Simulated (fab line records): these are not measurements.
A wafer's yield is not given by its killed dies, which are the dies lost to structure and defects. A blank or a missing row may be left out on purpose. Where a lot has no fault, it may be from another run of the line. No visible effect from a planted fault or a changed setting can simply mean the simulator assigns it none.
Matching of chambers    flow nand_harc    rie_diel-03 running NHARC_P_GATE_DESCUM_93: 4 sister chambers
The step chemistry O2, time 3 s. 22 wafers are shown with their chamber, then 11 later ones without.

## EACH WAFER AND ITS CHAMBER
wafer   chamber  showerhead_plenum_p_Torr (Torr)  drypump_motor_current_A (A)  oes_product_au (a.u.)
L074.1  1        1.92                             6.1                          0.980
L074.3  3        1.82                             6.1                          0.989
L074.4  2        1.94                             6.0                          0.994
L074.2  0        1.95                             5.5                          0.979
L074.5  3        1.82                             6.1                          0.985
L074.6  2        1.94                             5.9                          0.995
L076.1  3        1.82                             6.1                          0.989
L076.3  0        1.95                             5.4                          0.986
L076.4  2        1.94                             5.9                          1.000
L080.1  2        1.94                             5.9                          1.003
L080.2  3        1.82                             6.1                          1.001
L080.5  3        1.82                             6.1                          1.004
L080.3  1        1.92                             6.0                          0.994
L080.4  0        1.95                             5.4                          0.998
L080.6  0        1.95                             5.4                          1.000
L081.1  3        1.81                             6.1                          0.993
L081.2  2        1.94                             5.9                          1.003
L081.4  1        1.92                             6.1                          0.991
L085.1  3        1.81                             6.1                          0.996
L085.2  0        1.95                             5.5                          0.993
L085.6  3        1.81                             6.1                          1.009
L087.1  2        1.94                             6.0                          0.988

SIGNATURES (averages over the wafers above)
reading                   chamber 0  chamber 1  chamber 2  chamber 3  scatter within a chamber
showerhead_plenum_p_Torr  1.9500     1.9200     1.9400     1.8163     0.00323
drypump_motor_current_A   5.440      6.067      5.933      6.100      0.0422
oes_product_au            0.99120    0.98833    0.99717    0.99575    0.00772
Rule: for a wafer and a chamber, the distance is found by dividing, reading by reading, the gap between the wafer's reading and the chamber's mean by the reading's scatter, squaring, summing and taking the root. The wafer belongs to the nearest chamber; if the next one is less than 2 further off, it can't be placed. The scatter is the square root of a quotient: the sum, over the shown wafers, of each reading's squared deviation from its chamber's mean, divided by wafers minus chambers.

## WAFERS WHOSE CHAMBER IS MISSING
wafer   showerhead_plenum_p_Torr (Torr)  drypump_motor_current_A (A)  oes_product_au (a.u.)
L087.3  1.81                             6.1                          0.979
L087.5  1.81                             6.2                          0.987
L087.2  1.95                             5.4                          0.984
L087.4  1.92                             6.1                          0.989
L087.6  1.95                             5.5                          0.989
L093.2  1.92                             6.1                          0.988
L093.3  1.95                             5.4                          1.003
L093.5  1.92                             6.1                          0.970
L096.2  1.94                             5.9                          0.989
L096.3  1.95                             5.5                          1.008
L096.5  1.94                             6.0                          0.985

## WHICH CHAMBER EACH ONE RAN IN
wafer   from the rows above  in truth
L087.3  3                    3
L087.5  3                    3
L087.2  0                    0
L087.4  1                    1
L087.6  0                    0
L093.2  1                    1
L093.3  0                    0
L093.5  1                    1
L096.2  2                    2
L096.3  0                    0
L096.5  2                    2
Correct placement for 11 of the 11. From these rows, 0 cannot be placed. 0 placed wrongly.
